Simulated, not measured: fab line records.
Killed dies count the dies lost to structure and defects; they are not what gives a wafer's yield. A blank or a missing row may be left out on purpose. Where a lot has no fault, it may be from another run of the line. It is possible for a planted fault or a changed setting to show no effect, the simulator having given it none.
What tool caused it? / flow nand-harc / Sampling: 11 lots, 33 wafers, 7 of 1159 route steps

WHAT THE GAUGES SHOWED, per wafer
NHARC_THIN_TSV_CD_MEAS_12 targets a cd of 1000 nm.
lot=L125; measured=day 19 00:47; on=cd-sem-02; cd-nm (nm)=999.5 997.5 999.6
lot=L126; measured=day 19 05:46; on=cd-sem-03; cd-nm (nm)=997.5 996.9 999.4
lot=L121; measured=day 19 16:31; on=cd-sem-01; cd-nm (nm)=999.0 995.7 999.5
lot=L124; measured=day 19 17:43; on=cd-sem-03; cd-nm (nm)=1003.3 1001.9 998.2
lot=L130; measured=day 20 09:45; on=cd-sem-03; cd-nm (nm)=996.6 997.9 997.1
lot=L131; measured=day 20 16:45; on=cd-sem-01; cd-nm (nm)=1000.7 999.8 1001.5
lot=L128; measured=day 20 21:51; on=cd-sem-02; cd-nm (nm)=998.4 999.8 998.6
lot=L133; measured=day 22 13:05; on=cd-sem-03; cd-nm (nm)=1008.9 1010.0 1004.6
lot=L141; measured=day 23 07:14; on=cd-sem-02; cd-nm (nm)=1006.6 1008.8 1009.1
lot=L144; measured=day 23 19:22; on=cd-sem-03; cd-nm (nm)=1000.1 999.9 999.3
lot=L142; measured=day 24 01:38; on=cd-sem-02; cd-nm (nm)=999.9 1002.0 1001.5

NHARC_THIN_TSV_CD_MEAS_37.
lot=L125; measured=day 19 08:26; on=cd-sem-03; cd-nm (nm)=4997.6 4996.9 5000.1
lot=L126; measured=day 19 13:14; on=cd-sem-03; cd-nm (nm)=4997.5 4996.6 4996.4
lot=L121; measured=day 20 00:16; on=cd-sem-02; cd-nm (nm)=4998.9 4996.5 4997.8
lot=L124; measured=day 20 01:39; on=cd-sem-01; cd-nm (nm)=5006.6 5003.2 4997.0
lot=L130; measured=day 20 17:16; on=cd-sem-03; cd-nm (nm)=4994.6 4999.3 5001.4
lot=L131; measured=day 21 00:14; on=cd-sem-02; cd-nm (nm)=5003.5 5001.8 5004.5
lot=L128; measured=day 21 05:17; on=cd-sem-01; cd-nm (nm)=4998.9 5000.0 4997.0
lot=L133; measured=day 22 20:39; on=cd-sem-03; cd-nm (nm)=5008.7 5007.7 5003.7
lot=L141; measured=day 23 14:34; on=cd-sem-03; cd-nm (nm)=5006.2 5006.9 5009.0
lot=L144; measured=day 24 02:49; on=cd-sem-03; cd-nm (nm)=4994.7 5000.4 4996.5
lot=L142; measured=day 24 08:59; on=cd-sem-01; cd-nm (nm)=5000.5 5002.8 4998.3

NHARC_END_SORT_01.
lot=L131; measured=day 21 08:33; on=prober-01; defect-limited-yield (%)=95.7 94.8 95.0; killed-at-array=25 24 26; killed-at-other=2 4 0; killed-at-periphery=2 7 8; killed-dies=29 35 34; killed-open=1 3 3; killed-short=0 0 2; sort_bin_2_pct (%)=0.7 1.6 1.9; sort_bin_3_pct (%)=0.15 0.59 0.15; sort_bin_4_pct (%)=3.4 3.0 3.0; sort-n-pass=648 642 643; sort-rim-yield-pct (%)=95 95 97; sort-yield-pct (%)=95.7 94.8 95.0
lot=L133; measured=day 23 03:10; on=prober-02; defect-limited-yield (%)=94.7 95.7 95.4; killed-at-array=31 28 29; killed-at-other=1 0 1; killed-at-periphery=4 1 1; killed-dies=36 29 31; killed-open=4 6 1; killed-short=2 0 3; sort_bin_2_pct (%)=1.5 1.5 1.3; sort_bin_3_pct (%)=0 0.15 0.30; sort_bin_4_pct (%)=3.8 2.7 3.0; sort-n-pass=641 648 646; sort-rim-yield-pct (%)=95 96 97; sort-yield-pct (%)=94.7 95.7 95.4

WHAT TOOL EACH LOT RAN ON (gives the tool, then ch and the chambers of the sampled wafers, and finally the start)
lot=L125; NHARC_THIN_TSV_CMP_01=cmp-01 ch 0,1,3, day 18 23:29; NHARC_THIN_TSV_EXPOSE_09=krf-scanner-01 ch 0, day 19 00:38; NHARC_THIN_TSV_ETCH_44=rie-diel-04 ch 0,1,3, day 19 01:03; NHARC_THIN_TSV_ETCH_15=rie-si-05 ch 0,1,2, day 19 01:38
lot=L126; NHARC_THIN_TSV_CMP_01=cmp-01 ch 1,2,3, day 19 04:35; NHARC_THIN_TSV_EXPOSE_09=krf-scanner-01 ch 0, day 19 05:37; NHARC_THIN_TSV_ETCH_44=rie-diel-04 ch 0,2,3, day 19 06:04; NHARC_THIN_TSV_ETCH_15=rie-si-03 ch 0,1,3, day 19 06:35
lot=L121; NHARC_THIN_TSV_CMP_01=cmp-02 ch 0,1,2, day 19 15:13; NHARC_THIN_TSV_EXPOSE_09=krf-scanner-02 ch 0, day 19 16:22; NHARC_THIN_TSV_ETCH_44=rie-diel-11 ch 0,2, day 19 16:49; NHARC_THIN_TSV_ETCH_15=rie-si-03 ch 0,2, day 19 17:20
lot=L124; NHARC_THIN_TSV_CMP_01=cmp-04 ch 1,2,3, day 19 16:23; NHARC_THIN_TSV_EXPOSE_09=krf-scanner-01 ch 0, day 19 17:34; NHARC_THIN_TSV_ETCH_44=rie-diel-04 ch 0,1,3, day 19 17:58; NHARC_THIN_TSV_ETCH_15=rie-si-05 ch 0,1,3, day 19 18:33
lot=L130; NHARC_THIN_TSV_CMP_01=cmp-02 ch 0,1, day 20 08:27; NHARC_THIN_TSV_EXPOSE_09=krf-scanner-02 ch 0, day 20 09:35; NHARC_THIN_TSV_ETCH_44=rie-diel-09 ch 0,1, day 20 10:05; NHARC_THIN_TSV_ETCH_15=rie-si-05 ch 0,1,2, day 20 10:43
lot=L131; NHARC_THIN_TSV_CMP_01=cmp-02 ch 1,2,3, day 20 15:24; NHARC_THIN_TSV_EXPOSE_09=krf-scanner-01 ch 0, day 20 16:35; NHARC_THIN_TSV_ETCH_44=rie-diel-11 ch 0,1,2, day 20 16:59; NHARC_THIN_TSV_ETCH_15=rie-si-05 ch 0,1,3, day 20 17:34
lot=L128; NHARC_THIN_TSV_CMP_01=cmp-04 ch 1,2,3, day 20 20:39; NHARC_THIN_TSV_EXPOSE_09=krf-scanner-01 ch 0, day 20 21:41; NHARC_THIN_TSV_ETCH_44=rie-diel-09 ch 0,1, day 20 22:06; NHARC_THIN_TSV_ETCH_15=rie-si-03 ch 1,2,3, day 20 22:40
lot=L133; NHARC_THIN_TSV_CMP_01=cmp-04 ch 0,1, day 22 11:54; NHARC_THIN_TSV_EXPOSE_09=krf-scanner-02 ch 0, day 22 12:56; NHARC_THIN_TSV_ETCH_44=rie-diel-11 ch 1,2,3, day 22 13:27; NHARC_THIN_TSV_ETCH_15=rie-si-01 ch 0,1, day 22 13:56
lot=L141; NHARC_THIN_TSV_CMP_01=cmp-04 ch 2,3, day 23 05:45; NHARC_THIN_TSV_EXPOSE_09=krf-scanner-02 ch 0, day 23 07:04; NHARC_THIN_TSV_ETCH_44=rie-diel-04 ch 0,2, day 23 07:32; NHARC_THIN_TSV_ETCH_15=rie-si-05 ch 1,2,3, day 23 08:04
lot=L144; NHARC_THIN_TSV_CMP_01=cmp-01 ch 0,1,3, day 23 18:13; NHARC_THIN_TSV_EXPOSE_09=krf-scanner-01 ch 0, day 23 19:13; NHARC_THIN_TSV_ETCH_44=rie-diel-09 ch 0,1,2, day 23 19:43; NHARC_THIN_TSV_ETCH_15=rie-si-05 ch 0,2,3, day 23 20:12
lot=L142; NHARC_THIN_TSV_CMP_01=cmp-04 ch 0,2,3, day 24 00:27; NHARC_THIN_TSV_EXPOSE_09=krf-scanner-03 ch 0, day 24 01:29; NHARC_THIN_TSV_ETCH_44=rie-diel-09 ch 0,1,2, day 24 01:59; NHARC_THIN_TSV_ETCH_15=rie-si-05 ch 1,3, day 24 02:35
- NHARC_THIN_TSV_CMP_01: polishes.
- NHARC_THIN_TSV_EXPOSE_09: exposes mask TSV.
- NHARC_THIN_TSV_ETCH_44: etches the open film in CF4/O2, target depth 1594.2 nm, time 797.1 s.
- NHARC_THIN_TSV_ETCH_15: target depth 3000 nm, bosch target overetch cycles 2, bosch etch step 2.8 s.

AS READ BY THE TOOLS THEMSELVES (means over the sampled wafers that have a number; for cases with no such wafer, the mark the record gives instead)
NHARC_THIN_TSV_CMP_01.
lot=L125; tool=cmp-01; motor-current-A (A)=13.0; slurry-filter-dp-kPa (kPa)=13.40
lot=L126; tool=cmp-01; motor-current-A (A)=12.5; slurry-filter-dp-kPa (kPa)=13.42
lot=L121; tool=cmp-02; motor-current-A (A)=13.4; slurry-filter-dp-kPa (kPa)=13.40
lot=L124; tool=cmp-04; motor-current-A (A)=12.4; slurry-filter-dp-kPa (kPa)=13.34
lot=L130; tool=cmp-02; motor-current-A (A)=15.1; slurry-filter-dp-kPa (kPa)=13.47
lot=L131; tool=cmp-02; motor-current-A (A)=12.0; slurry-filter-dp-kPa (kPa)=13.58
lot=L128; tool=cmp-04; motor-current-A (A)=12.2; slurry-filter-dp-kPa (kPa)=13.42
lot=L133; tool=cmp-04; motor-current-A (A)=11.9; slurry-filter-dp-kPa (kPa)=13.50
lot=L141; tool=cmp-04; motor-current-A (A)=10.9; slurry-filter-dp-kPa (kPa)=13.47
lot=L144; tool=cmp-01; motor-current-A (A)=13.0; slurry-filter-dp-kPa (kPa)=13.66
lot=L142; tool=cmp-04; motor-current-A (A)=10.7; slurry-filter-dp-kPa (kPa)=13.58

NHARC_THIN_TSV_EXPOSE_09.
lot=L125 tool=krf-scanner-01 exposure-dose-mJ-cm2=30.70
lot=L126 tool=krf-scanner-01 exposure-dose-mJ-cm2=30.75
lot=L121 tool=krf-scanner-02 exposure-dose-mJ-cm2=30.68
lot=L124 tool=krf-scanner-01 exposure-dose-mJ-cm2=30.75
lot=L130 tool=krf-scanner-02 exposure-dose-mJ-cm2=30.71
lot=L131 tool=krf-scanner-01 exposure-dose-mJ-cm2=30.71
lot=L128 tool=krf-scanner-01 exposure-dose-mJ-cm2=30.66
lot=L133 tool=krf-scanner-02 exposure-dose-mJ-cm2=42.72
lot=L141 tool=krf-scanner-02 exposure-dose-mJ-cm2=42.73
lot=L144 tool=krf-scanner-01 exposure-dose-mJ-cm2=30.68
lot=L142 tool=krf-scanner-03 exposure-dose-mJ-cm2=30.75

NHARC_THIN_TSV_ETCH_44.
lot=L125; tool=rie-diel-04; drypump-motor-current-A (A)=5.4; oes-product-au (a.u.)=1.003; rf-fwd-power-W (W)=298.8; rf-vpp-V (V)=791; showerhead-plenum-p-Torr (Torr)=1.77; throttle-valve-pct (%)=16.922
lot=L126; tool=rie-diel-04; drypump-motor-current-A (A)=5.6; oes-product-au (a.u.)=1.002; rf-fwd-power-W (W)=298.8; rf-vpp-V (V)=792; showerhead-plenum-p-Torr (Torr)=1.79; throttle-valve-pct (%)=16.923
lot=L121; tool=rie-diel-11; drypump-motor-current-A (A)=5.2; oes-product-au (a.u.)=1.006; rf-fwd-power-W (W)=299.8; rf-vpp-V (V)=793; showerhead-plenum-p-Torr (Torr)=1.80; throttle-valve-pct (%)=16.912
lot=L124; tool=rie-diel-04; drypump-motor-current-A (A)=5.3; oes-product-au (a.u.)=0.997; rf-fwd-power-W (W)=299.6; rf-vpp-V (V)=791; showerhead-plenum-p-Torr (Torr)=1.77; throttle-valve-pct (%)=16.913
lot=L130; tool=rie-diel-09; drypump-motor-current-A (A)=5.6; oes-product-au (a.u.)=1.009; rf-fwd-power-W (W)=299.6; rf-vpp-V (V)=796; showerhead-plenum-p-Torr (Torr)=1.85; throttle-valve-pct (%)=16.919
lot=L131; tool=rie-diel-11; drypump-motor-current-A (A)=5.4; oes-product-au (a.u.)=1.005; rf-fwd-power-W (W)=299.2; rf-vpp-V (V)=792; showerhead-plenum-p-Torr (Torr)=1.78; throttle-valve-pct (%)=16.914
lot=L128; tool=rie-diel-09; drypump-motor-current-A (A)=5.6; oes-product-au (a.u.)=1.004; rf-fwd-power-W (W)=299.9; rf-vpp-V (V)=796; showerhead-plenum-p-Torr (Torr)=1.85; throttle-valve-pct (%)=16.920
lot=L133; tool=rie-diel-11; drypump-motor-current-A (A)=5.7; oes-product-au (a.u.)=1.007; rf-fwd-power-W (W)=299.3; rf-vpp-V (V)=791; showerhead-plenum-p-Torr (Torr)=1.76; throttle-valve-pct (%)=16.912
lot=L141; tool=rie-diel-04; drypump-motor-current-A (A)=5.5; oes-product-au (a.u.)=0.999; rf-fwd-power-W (W)=300.6; rf-vpp-V (V)=796; showerhead-plenum-p-Torr (Torr)=1.86; throttle-valve-pct (%)=16.916
lot=L144; tool=rie-diel-09; drypump-motor-current-A (A)=5.6; oes-product-au (a.u.)=0.995; rf-fwd-power-W (W)=299.0; rf-vpp-V (V)=796; showerhead-plenum-p-Torr (Torr)=1.86; throttle-valve-pct (%)=16.914
lot=L142; tool=rie-diel-09; drypump-motor-current-A (A)=5.6; oes-product-au (a.u.)=0.994; rf-fwd-power-W (W)=299.7; rf-vpp-V (V)=796; showerhead-plenum-p-Torr (Torr)=1.86; throttle-valve-pct (%)=16.913

NHARC_THIN_TSV_ETCH_15.
lot=L125; tool=rie-si-05; drypump-motor-current-A (A)=6.0
lot=L126; tool=rie-si-03; drypump-motor-current-A (A)=6.0
lot=L121; tool=rie-si-03; drypump-motor-current-A (A)=6.0
lot=L124; tool=rie-si-05; drypump-motor-current-A (A)=5.9
lot=L130; tool=rie-si-05; drypump-motor-current-A (A)=6.1
lot=L131; tool=rie-si-05; drypump-motor-current-A (A)=5.9
lot=L128; tool=rie-si-03; drypump-motor-current-A (A)=5.7
lot=L133; tool=rie-si-01; drypump-motor-current-A (A)=5.5
lot=L141; tool=rie-si-05; drypump-motor-current-A (A)=6.2
lot=L144; tool=rie-si-05; drypump-motor-current-A (A)=6.3
lot=L142; tool=rie-si-05; drypump-motor-current-A (A)=5.8

THE ANSWER, worked out from the rows above alone
Rule: usual is defined by the lots themselves. The widest of any qualifying gaps counts: lots, ordered by their means at a reading, are off when they make up no more than a third of the lots, leave a main group of 4 or more, and stand apart from it by 3 or more times the standard deviation of that group's means. Not used: any main group whose means are identical at the precision the tables above print for the reading. Also off: a lot with no number at a reading for which 4 or more lots have one. All remaining lots with rows at the step are treated as sound. The gauges are gone through in route order, then the tools' own readings, and for those a lot's mean is taken as printed above. The first step at which some lot is off is used, and at that step the reading that is off furthest; a lot without a number counts as furthest.
Off: L133, L141 (NHARC_THIN_TSV_CD_MEAS_12, cd-nm). The main group: mean 999.3 nm, standard deviation 1.4.
If a tool, at a process step before that reading, ran all the lots that are off and no sound lot after the first of them, it fits. Not tried: the gauges at NHARC_THIN_TSV_CD_MEAS_12; whatever is off there is also off at NHARC_THIN_TSV_EXPOSE_09, on other tools, and gauge error can't account for it. One candidate fits, namely krf-scanner-02 at NHARC_THIN_TSV_EXPOSE_09. A fault onset in the window from L130 (day 20 09:35, its last sound lot) to L133 (day 22 12:56, its first lot off) fits.
The tool's own readings at NHARC_THIN_TSV_EXPOSE_09 bear it out: on the lots that are off they differ by more than 5 times the standard deviation of the sound lots' means. exposure-dose-mJ-cm2 reads 42.72 there against 30.71 on the sound lots.

WHAT THE SIMULATOR HAD PUT IN
Drift in process parameters on krf-scanner-02 at NHARC_THIN_TSV_EXPOSE_09, starting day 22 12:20. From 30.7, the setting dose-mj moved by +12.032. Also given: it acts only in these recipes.
Lots struck among those shown: L133, L141. The same result came from the rule above.
